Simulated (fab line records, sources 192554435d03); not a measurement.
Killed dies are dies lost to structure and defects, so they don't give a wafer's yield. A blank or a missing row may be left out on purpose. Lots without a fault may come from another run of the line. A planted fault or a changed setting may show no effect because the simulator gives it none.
Which tool did it? | flow n5_finfet | 11 lots, 28 wafers sampled, at 5 steps of a route of 1938

WHAT THE GAUGES READ, wafer by wafer
N5_GATE_CUT_INSPECT_26: inspects for defects (darkfield). Usual: raw_defect_count 44, standard deviation 19.
lot  | measured     | on                | raw_defect_count | flag
L690 | day 5 08:49  | defect_inspect-01 | 40 50 50         |
L695 | day 6 16:57  | defect_inspect-01 | 60 55 30         |
L698 | day 7 10:54  | defect_inspect-01 | 32 45 18         |
L700 | day 8 01:04  | defect_inspect-01 | 25 43 71         |
L701 | day 8 02:10  | defect_inspect-01 | 33 29 37         |
L702 | day 8 09:22  | defect_inspect-02 | 55 34            |
L703 | day 8 17:25  | defect_inspect-02 | 70 55            |
L706 | day 9 11:09  | defect_inspect-02 | 32 58            |
L707 | day 9 19:01  | defect_inspect-01 | 31               |
L709 | day 10 04:33 | defect_inspect-01 | 17 17 34         |
L710 | day 10 14:07 | defect_inspect-02 | 18 34 32         |

N5_BEOL_M4_RC_MEAS_101. Usual: DIBL_N 37.5 mV/V, standard deviation 2.5; DIBL_P 38 mV/V, standard deviation 3.1; IOFF_N 0.19 nA/um, standard deviation 0.059; IOFF_P 0.24 nA/um, standard deviation 0.061; ION_N 679 uA/um, standard deviation 16; ION_P 465 uA/um, standard deviation 9.8; SS_N 72.0 mV/dec, standard deviation 0.8; SS_P 73.7 mV/dec, standard deviation 0.86; VT_N 248 mV, standard deviation 4.5; VT_P -249 mV, standard deviation 3.5.
lot  | measured     | on        | DIBL_N (mV/V)  | DIBL_P (mV/V) | IOFF_N (nA/um) | IOFF_P (nA/um) | ION_N (uA/um) | ION_P (uA/um) | SS_N (mV/dec)  | SS_P (mV/dec)  | VT_N (mV)   | VT_P (mV)      | flag
L690 | day 8 20:26  | prober-01 | 35.7 33.3 37.1 | 36 34 38      | 0.15 0.11 0.18 | 0.19 0.17 0.24 | 673 651 669   | 458 455 461   | 71.9 70.6 71.6 | 72.4 71.8 73.8 | 253 255 248 | -250 -253 -249 |
L695 | day 10 21:11 | prober-01 | 34.4 38.7 37.1 | 35 39 37      | 0.10 0.18 0.14 | 0.16 0.24 0.20 | 657 673 651   | 453 467 452   | 70.8 71.8 71.5 | 73.2 74.1 73.1 | 260 247 252 | -253 -249 -251 |
L698 | day 11 12:04 | prober-02 | 39.0 36.6 42.2 | 40 38 45      | 0.23 0.17 0.37 | 0.28 0.24 0.43 | 694 672 714   | 469 463 484   | 71.8 71.9 72.8 | 73.5 73.4 74.8 | 244 249 238 | -247 -248 -242 |
L700 | day 11 17:02 | prober-02 | 37.5 36.4 36.5 | 37 34 35      | 0.20 0.16 0.18 | 0.30 0.23 0.26 | 706 689 684   | 489 470 479   | 70.9 72.0 71.7 | 73.4 72.9 72.7 | 242 249 249 | -244 -248 -244 |
L701 | day 11 19:13 | prober-02 | 35.8 36.5 38.3 | 36 37 38      | 0.13 0.14 0.19 | 0.21 0.21 0.27 | 659 658 682   | 465 455 471   | 71.9 71.5 72.0 | 73.3 73.3 74.3 | 256 252 248 | -249 -250 -248 |
L702 | day 11 18:23 | prober-01 | 39.4 39.4      | 43 43         | 0.25 0.26      | 0.32 0.32      | 690 686       | 468 470       | 71.7 72.6      | 75.0 74.6      | 246 243     | -244 -246      |
L703 | day 11 23:17 | prober-02 | 36.4 37.9      | 37 40         | 0.15 0.19      | 0.20 0.24      | 679 689       | 466 471       | 72.0 72.1      | 73.8 74.0      | 252 248     | -252 -248      |
L706 | day 13 00:18 | prober-02 | 35.7 37.4      | 34 36         | 0.16 0.20      | 0.21 0.24      | 667 685       | 462 466       | 71.5 72.0      | 73.3 73.8      | 249 244     | -250 -250      |
L707 | day 13 22:40 | prober-02 | 40.5           | 38            | 0.23           | 0.26           | 684           | 465           | 72.7           | 73.8           | 246         | -249           |
L709 | day 14 00:07 | prober-02 | 37.5 34.7 37.5 | 39 35 40      | 0.18 0.13 0.19 | 0.22 0.17 0.26 | 679 673 677   | 466 459 463   | 72.5 71.5 72.1 | 73.7 73.4 74.5 | 251 254 248 | -252 -252 -249 |
L710 | day 14 05:08 | prober-02 | 36.5 36.5 36.0 | 37 39 37      | 0.18 0.19 0.15 | 0.22 0.27 0.20 | 681 690 677   | 462 476 461   | 72.6 72.7 72.3 | 73.0 74.0 73.7 | 250 247 253 | -249 -247 -253 |

WHICH TOOL RAN EACH LOT (tool, then ch and the chambers of the sampled wafers, then the start)
lot  | N5_GATE_CUT_VAPOR_ETCH_48         | N5_GATE_CUT_ALD_22                | N5_GATE_CUT_CMP_43
L690 | rie_metal-01 ch 0,1, day 5 05:58  | ald_sin-03 ch 1,2,3, day 5 06:14  | cmp-02 ch 1,2,3, day 5 08:11
L695 | rie_metal-03 ch 0,1, day 6 14:07  | ald_sin-03 ch 1,2,3, day 6 14:25  | cmp-04 ch 1,2, day 6 16:19
L698 | rie_metal-02 ch 0,1, day 7 08:06  | ald_sin-01 ch 0,1,2, day 7 08:23  | cmp-04 ch 0,3, day 7 10:11
L700 | rie_metal-02 ch 0,1, day 7 22:16  | ald_sin-02 ch 0,1,3, day 7 22:32  | cmp-01 ch 0,3, day 8 00:26
L701 | rie_metal-01 ch 0,1, day 7 22:59  | ald_sin-01 ch 1,2, day 7 23:38    | cmp-02 ch 0,1,2, day 8 01:27
L702 | rie_metal-02 ch 0, day 8 06:25    | ald_sin-02 ch 1, day 8 06:50      | cmp-01 ch 0,1, day 8 08:53
L703 | rie_metal-02 ch 0,1, day 8 14:39  | ald_sin-02 ch 0,3, day 8 15:37    | cmp-01 ch 0,1, day 8 17:01
L706 | rie_metal-01 ch 0, day 9 08:22    | ald_sin-02 ch 0,3, day 9 08:37    | cmp-02 ch 2,3, day 9 10:26
L707 | rie_metal-01 ch 1, day 9 16:10    | ald_sin-02 ch 3, day 9 16:25      | cmp-04 ch 1, day 9 18:28
L709 | rie_metal-03 ch 0,1, day 10 01:46 | ald_sin-01 ch 0,1,2, day 10 02:01 | cmp-04 ch 1,2,3, day 10 03:55
L710 | rie_metal-03 ch 1, day 10 11:12   | ald_sin-01 ch 0,3, day 10 11:36   | cmp-04 ch 1,3, day 10 13:29
- N5_GATE_CUT_VAPOR_ETCH_48: etches TiN in BCl3/Cl2.
- N5_GATE_CUT_ALD_22: deposits SiNx, target thk 16 nm, pulse time 1 s, ald cycles 320.
- N5_GATE_CUT_CMP_43: polishes SiO2.

WHAT THE TOOLS THEMSELVES READ (means of the sampled wafers that have a number; where no wafer has one, the mark that the record gives instead)
N5_GATE_CUT_VAPOR_ETCH_48. Usual: drypump_motor_current_A 5.8 A, standard deviation 0.51; oes_product_au 0.71 a.u., standard deviation 0.11.
lot  | tool         | drypump_motor_current_A (A) | oes_product_au (a.u.) | flag
L690 | rie_metal-01 | 5.2                         | 0.72                  |
L695 | rie_metal-03 | 5.7                         | 0.74                  |
L698 | rie_metal-02 | 6.3                         | 0.61                  |
L700 | rie_metal-02 | 6.4                         | 0.62                  |
L701 | rie_metal-01 | 5.1                         | 0.71                  |
L702 | rie_metal-02 | 6.5                         | 0.62                  |
L703 | rie_metal-02 | 6.3                         | 0.61                  |
L706 | rie_metal-01 | 4.8                         | 0.65                  |
L707 | rie_metal-01 | 5.8                         | 0.80                  |
L709 | rie_metal-03 | 5.7                         | 0.73                  |
L710 | rie_metal-03 | 5.4                         | 0.87                  |

N5_GATE_CUT_ALD_22. Usual: heater_power_w 856 W, standard deviation 91; precursor_pulse_height_rel 1.000, standard deviation 0.022.
lot  | tool       | heater_power_w (W) | precursor_pulse_height_rel | flag
L690 | ald_sin-03 | 831                | 1.012                      |
L695 | ald_sin-03 | 822                | 0.997                      |
L698 | ald_sin-01 | 889                | 0.997                      |
L700 | ald_sin-02 | 854                | 1.019                      |
L701 | ald_sin-01 | 865                | 0.983                      |
L702 | ald_sin-02 | 1002               | 1.011                      |
L703 | ald_sin-02 | 774                | 1.018                      |
L706 | ald_sin-02 | 764                | 0.998                      |
L707 | ald_sin-02 | 753                | 0.979                      |
L709 | ald_sin-01 | 878                | 1.022                      |
L710 | ald_sin-01 | 875                | 0.982                      |

N5_GATE_CUT_CMP_43. Usual: motor_current_A 11.9 A, standard deviation 1.1.
lot  | tool   | motor_current_A (A) | flag
L690 | cmp-02 | 12.2                |
L695 | cmp-04 | 13.6                |
L698 | cmp-04 | 11.2                |
L700 | cmp-01 | 12.4                |
L701 | cmp-02 | 12.3                |
L702 | cmp-01 | 11.1                |
L703 | cmp-01 | 11.1                |
L706 | cmp-02 | 12.5                |
L707 | cmp-04 | 13.9                |
L709 | cmp-04 | 12.6                |
L710 | cmp-04 | 13.1                |

THE ANSWER, worked out from the rows above alone
Rule: a lot is off if the mean of its wafers that have a number lies more than 3 standard deviations from the usual mean. A lot without any number at a reading at which 4 lots or more have one is off too. The other lots that the step has rows for count as sound. The gauges are gone through in route order, then the tools' own readings, and for those a lot's mean is taken as printed above. The first step at which some lot is off is used, and at that step the reading that is off furthest; a lot without a number counts as furthest.
No lot is off at any reading shown: from this, nothing can be told.

WHAT THE SIMULATOR HAD PUT IN
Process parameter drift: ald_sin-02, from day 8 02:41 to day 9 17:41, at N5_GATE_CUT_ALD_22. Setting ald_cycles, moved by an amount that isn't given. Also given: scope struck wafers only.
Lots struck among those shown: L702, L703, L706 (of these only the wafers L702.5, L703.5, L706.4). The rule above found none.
